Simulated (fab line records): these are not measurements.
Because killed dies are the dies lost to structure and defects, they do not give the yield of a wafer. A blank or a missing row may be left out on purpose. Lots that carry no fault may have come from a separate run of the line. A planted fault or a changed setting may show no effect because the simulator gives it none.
What tool caused it? + flow n5Finfet + 10 lots with 30 wafers sampled at 4 steps, on a route of 1938 steps

== WHAT THE GAUGES SHOWED, per wafer ==
N5_BEOL_M4_RC_MEAS_101. Usual: DIBL_N 36.3 mV/V, standard deviation 1; DIBL_P 36.2 mV/V, standard deviation 1.4; IOFF_N 0.157 nA/um, standard deviation 0.021; IOFF_P 0.206 nA/um, standard deviation 0.025; ION_N 673 uA/um, standard deviation 9; ION_P 461 uA/um, standard deviation 6.4; SS_N 71.5 mV/dec, standard deviation 0.5; SS_P 73.2 mV/dec, standard deviation 0.47; VT_N 249.9 mV, standard deviation 2.4; VT_P -250.6 mV, standard deviation 2.9.
| lot  | measured     | on        | DIBL_N (mV/V)  | DIBL_P (mV/V)  | IOFF_N (nA/um)    | IOFF_P (nA/um)    | ION_N (uA/um) | ION_P (uA/um) | SS_N (mV/dec)  | SS_P (mV/dec)  | VT_N (mV)         | VT_P (mV)            | flag |
|------|--------------|-----------|----------------|----------------|-------------------|-------------------|---------------|---------------|----------------|----------------|-------------------|----------------------|------|
| L759 | day 8 05:33  | prober-01 | 35.3 37.3 34.9 | 34.4 37.2 34.2 | 0.136 0.170 0.129 | 0.177 0.217 0.175 | 671 682 668   | 462 467 461   | 70.8 71.2 70.1 | 73.1 74.0 73.2 | 250.8 248.2 250.4 | -251.1 -250.9 -252.8 |      |
| L760 | day 8 10:10  | prober-02 | 36.3 35.5 37.9 | 36.9 36.1 38.2 | 0.150 0.134 0.171 | 0.209 0.194 0.225 | 659 657 669   | 457 452 461   | 71.7 71.6 72.7 | 72.9 73.6 74.3 | 252.3 255.2 250.0 | -251.1 -251.2 -252.0 |      |
| L761 | day 8 05:05  | prober-02 | 36.7 34.9 36.6 | 35.9 34.3 36.5 | 0.175 0.153 0.190 | 0.204 0.182 0.208 | 683 679 689   | 460 466 462   | 71.6 71.4 71.7 | 73.8 73.2 74.1 | 249.0 250.8 248.7 | -251.3 -252.4 -253.0 |      |
| L762 | day 9 11:14  | prober-01 | 35.1 36.8 36.6 | 35.5 37.4 37.1 | 0.132 0.159 0.158 | 0.191 0.221 0.216 | 675 679 679   | 465 471 464   | 70.5 71.0 71.9 | 72.7 73.3 72.9 | 252.1 246.7 248.5 | -252.4 -248.8 -251.5 |      |
| L765 | day 9 13:46  | prober-01 | 37.1 36.2 36.3 | 38.0 37.4 37.1 | 0.200 0.189 0.183 | 0.260 0.241 0.251 | 676 673 676   | 464 463 465   | 72.4 71.8 71.9 | 74.0 73.5 74.3 | 247.1 246.8 249.2 | -247.2 -248.0 -246.9 |      |
| L774 | day 11 15:38 | prober-01 | 36.5 38.0 36.4 | 35.7 37.5 35.4 | 0.142 0.169 0.138 | 0.199 0.228 0.196 | 665 666 658   | 454 463 456   | 71.3 71.4 71.1 | 73.1 73.5 73.1 | 250.0 249.7 250.6 | -250.1 -248.1 -253.0 |      |
| L775 | day 12 04:47 | prober-02 | 35.6 36.8 36.5 | 35.9 37.1 37.8 | 0.151 0.173 0.172 | 0.179 0.206 0.214 | 665 666 678   | 455 455 463   | 70.6 71.6 71.6 | 73.3 72.8 73.4 | 248.0 250.0 248.5 | -254.9 -251.5 -252.5 |      |
| L777 | day 12 17:07 | prober-02 | 37.5 35.4 35.9 | 35.7 34.3 34.6 | 0.148 0.120 0.132 | 0.179 0.157 0.162 | 665 667 660   | 448 455 455   | 71.8 70.2 72.1 | 73.4 72.9 72.3 | 251.7 252.6 252.5 | -255.2 -255.0 -255.7 |      |
| L779 | day 13 01:10 | prober-01 | 35.8 36.5 35.6 | 34.6 34.8 34.3 | 0.141 0.147 0.142 | 0.206 0.210 0.208 | 679 665 681   | 470 463 472   | 71.0 71.5 71.0 | 73.2 72.5 72.6 | 250.3 248.9 250.8 | -247.9 -246.2 -247.9 |      |
| L781 | day 13 18:34 | prober-02 | 36.6 37.6 36.7 | 39.0 40.5 38.5 | 0.183 0.208 0.187 | 0.210 0.230 0.207 | 688 697 686   | 469 462 462   | 71.7 71.7 72.0 | 73.4 73.7 73.4 | 246.7 247.3 246.2 | -247.7 -248.8 -249.5 |      |

N5_PASSIVATION_INSPECT_61: inspects for defects (macro). Usual: 2.1 for rawDefectCount, sd 1.4.
| lot  | measured     | on               | rawDefectCount | flag |
|------|--------------|------------------|----------------|------|
| L759 | day 12 08:49 | defectInspect-01 | 0 0 5          |      |
| L760 | day 12 10:01 | defectInspect-01 | 4 1 1          |      |
| L761 | day 12 08:04 | defectInspect-01 | 3 2 1          |      |
| L762 | day 13 03:41 | defectInspect-01 | 1 5 5          |      |
| L765 | day 13 12:54 | defectInspect-02 | 1 2 3          |      |
| L774 | day 15 09:05 | defectInspect-02 | 1 5 0          |      |
| L775 | day 15 19:10 | defectInspect-02 | 1 4 4          |      |
| L777 | day 16 22:55 | defectInspect-02 | 4 3 1          |      |
| L779 | day 16 17:36 | defectInspect-02 | 0 0 2          |      |
| L781 | day 17 12:53 | defectInspect-02 | 4 2 2          |      |

== WHICH TOOL RAN EACH LOT (tool, then ch and the chambers of the sampled wafers, then the start) ==
| lot  | N5_GATE_CUT_ALD_22              | N5_PASSIVATION_PECVD_01         |
|------|---------------------------------|---------------------------------|
| L759 | aldSin-04 ch 0,2,3, day 4 22:32 | pecvd-04 ch 0,1,2, day 12 07:59 |
| L760 | aldSin-02 ch 0,1, day 5 00:33   | pecvd-03 ch 1,2, day 12 08:12   |
| L761 | aldSin-01 ch 0,1,2, day 5 07:49 | pecvd-03 ch 1,2, day 12 05:57   |
| L762 | aldSin-02 ch 1,3, day 5 18:06   | pecvd-02 ch 0,1, day 13 03:12   |
| L765 | aldSin-01 ch 0,2,3, day 6 05:36 | pecvd-04 ch 0,1,2, day 13 12:04 |
| L774 | aldSin-01 ch 0,2,3, day 8 11:19 | pecvd-02 ch 1,2, day 15 08:10   |
| L775 | aldSin-01 ch 1,2, day 8 18:20   | pecvd-04 ch 0,1,2, day 15 17:32 |
| L777 | aldSin-02 ch 0,2,3, day 9 05:56 | pecvd-03 ch 0,1,2, day 16 21:56 |
| L779 | aldSin-04 ch 0,1,2, day 9 23:59 | pecvd-03 ch 0,2, day 16 14:23   |
| L781 | aldSin-04 ch 1,3, day 10 07:32  | pecvd-04 ch 0,1, day 17 12:28   |
- N5_GATE_CUT_ALD_22: deposits SiNx, target thk 16 nm, pulse time 1 s, ald cycles 320.
- N5_PASSIVATION_PECVD_01: deposits SiNx from SiH4/NH3/N2, target thk 200 nm, time 43.2 s.

== AS READ BY THE TOOLS THEMSELVES (means over the sampled wafers that have a number; for cases with no such wafer, the mark the record gives instead) ==
N5_GATE_CUT_ALD_22. Usual: heaterPowerW 802 W, standard deviation 87; precursorPulseHeightRel 0.999, standard deviation 0.02.
| lot  | tool      | heaterPowerW (W) | precursorPulseHeightRel | flag |
|------|-----------|------------------|-------------------------|------|
| L759 | aldSin-04 | 776              | 1.003                   |      |
| L760 | aldSin-02 | 807              | 1.007                   |      |
| L761 | aldSin-01 | 820              | 0.992                   |      |
| L762 | aldSin-02 | 780              | 0.994                   |      |
| L765 | aldSin-01 | 752              | 1.001                   |      |
| L774 | aldSin-01 | 757              | 1.010                   |      |
| L775 | aldSin-01 | 897              | 0.998                   |      |
| L777 | aldSin-02 | 809              | 1.007                   |      |
| L779 | aldSin-04 | 829              | 0.979                   |      |
| L781 | aldSin-04 | 755              | 0.990                   |      |

N5_PASSIVATION_PECVD_01. Usual: heaterPowerW 381 W, standard deviation 110; showerheadPlenumPTorr 8.68 Torr, standard deviation 0.083; throttleValvePct 29.3 %, standard deviation 1.4.
| lot  | tool     | heaterPowerW (W) | showerheadPlenumPTorr (Torr) | throttleValvePct (%) | flag |
|------|----------|------------------|------------------------------|----------------------|------|
| L759 | pecvd-04 | 458              | 8.69                         | 28.9                 |      |
| L760 | pecvd-03 | 379              | 8.74                         | 29.2                 |      |
| L761 | pecvd-03 | 389              | 8.68                         | 29.0                 |      |
| L762 | pecvd-02 | 290              | 8.59                         | 31.2                 |      |
| L765 | pecvd-04 | 423              | 8.70                         | 29.0                 |      |
| L774 | pecvd-02 | 394              | 8.57                         | 29.6                 |      |
| L775 | pecvd-04 | 467              | 8.71                         | 28.9                 |      |
| L777 | pecvd-03 | 371              | 8.74                         | 29.2                 |      |
| L779 | pecvd-03 | 308              | 8.74                         | 28.9                 |      |
| L781 | pecvd-04 | 433              | 8.68                         | 29.6                 |      |

== THE ANSWER, worked out from the rows above alone ==
Rule: lot off if the mean of its wafers having a number is beyond 3 standard deviations from the usual mean. Also off: a lot with no number at a reading for which 4 or more lots have one. The other lots that the step has rows for count as sound. The gauges are gone through in route order, then the tools' own readings, and for those a lot's mean is taken as printed above. The first step at which some lot is off is used, and at that step the reading that is off furthest; a lot without a number counts as furthest.
No lot is off on any of the readings shown, so nothing can be concluded from this.

== WHAT THE SIMULATOR PUT IN ==
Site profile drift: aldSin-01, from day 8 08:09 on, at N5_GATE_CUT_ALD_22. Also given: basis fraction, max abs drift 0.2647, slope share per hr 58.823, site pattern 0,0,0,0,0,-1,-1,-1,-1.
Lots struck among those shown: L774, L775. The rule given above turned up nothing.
